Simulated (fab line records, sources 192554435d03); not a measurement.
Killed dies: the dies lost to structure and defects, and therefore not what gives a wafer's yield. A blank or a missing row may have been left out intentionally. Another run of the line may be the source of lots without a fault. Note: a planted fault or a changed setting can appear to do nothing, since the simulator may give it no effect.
Split-lot experiment	flow n5-finfet	21 wafers read from 7 lots, route of 1938 steps

ON THE SPLIT
At N5_BEOL_M2_TRENCH_ETCH_37 (etches SiOC in C4F6/O2, target depth 55.555 nm, time 29.2 s), the setting bias-w was moved away from the recipe's 185 W on 10 of the 21 wafers read, by -6.8% to +6.7%. For the rest of the wafers, this setting stayed at what the recipe calls for.

The reading is taken at the split's own step.

THE READING
rf-vpp-V, in V, at N5_BEOL_M2_TRENCH_ETCH_37 (etches SiOC in C4F6/O2, target depth 55.555 nm, time 29.2 s). Fault-free wafers of this fab line usually give 673 V, standard deviation 9.3 V.

wafer	tool, chamber at the split	bias-w as run, W	against the recipe	rf-vpp-V, V	against lot-mates on the recipe
L077.2	rie-diel-01, 3	185	recipe	679	-
L077.4	rie-diel-01, 2	185	recipe	667	-
L077.6	rie-diel-01, 2	197.4	+6.7%	703	+30
L081.2	rie-diel-03, 1	185	recipe	684	-
L081.5	rie-diel-03, 3	185	recipe	675	-
L081.6	rie-diel-03, 1	185	recipe	685	-
L082.4	rie-diel-03, 0	172.4	-6.8%	624	-63
L082.5	rie-diel-03, 2	185	recipe	687	-
L082.6	rie-diel-03, 3	172.4	-6.8%	640	-47
L087.1	rie-diel-01, 3	175.2	-5.3%	650	no lot-mate on the recipe
L087.4	rie-diel-01, 0	175.2	-5.3%	644	no lot-mate on the recipe
L087.6	rie-diel-01, 2	175.2	-5.3%	639	no lot-mate on the recipe
L086.1	rie-diel-03, 1	185	recipe	684	-
L086.3	rie-diel-03, 3	185	recipe	676	-
L086.6	rie-diel-03, 2	185	recipe	688	-
L090.2	rie-diel-01, 0	185	recipe	671	-
L090.3	rie-diel-01, 2	195.3	+5.6%	695	+24
L090.6	rie-diel-01, 2	195.3	+5.6%	696	+25
L095.1	rie-diel-05, 3	174.6	-5.6%	621	-42
L095.3	rie-diel-05, 1	185	recipe	663	-
L095.4	rie-diel-05, 2	174.6	-5.6%	637	-26

FIT RESULTS
A straight line over all 21 wafers: rf-vpp-V changes by +5.66 V for each +1% of bias-w; r = +0.92; the points scatter about the line by 9.9 V.
The same after taking each lot's own level away (the mean of its wafers on the recipe; 18 wafers): +6.02 V for each +1%; r = +0.95; scatter 7.7 V.
On that fit, the largest move of bias-w shifts the reading by 41 V.
The span of the lots' own levels, 663.0 to 687.0 V, comes to 2.6 times the standard deviation stated above.
Hence the lot-to-lot level has little effect on the slope; both slopes agree.
Check: -39 V against its lot-mates is what the line predicts for one of the wafers moved furthest among these (-6.8%) when that wafer is left out of the fit. It came out at -63 V against them.
Tool readings at the split's step, against how far the setting was moved: rf-vpp-V r = +0.92.

THE OTHER SPLITS THESE WAFERS WENT THROUGH
Before the reading, these wafers also passed through other splits. Each is held against what the fit with the lots' levels taken away leaves over:
other split on the same wafers	wafers away from the commonest value	r with rf-vpp-V (lot level and that fit taken away)
N5_BEOL_M1_COAT_73 temp-c	6	-0.02
N5_BEOL_M2_DESCUM_16 time-s	8	-0.04

THE FILE'S OWN FIT
rf-vpp-V changes by +5.9 V for each +1% of bias-w, r = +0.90.
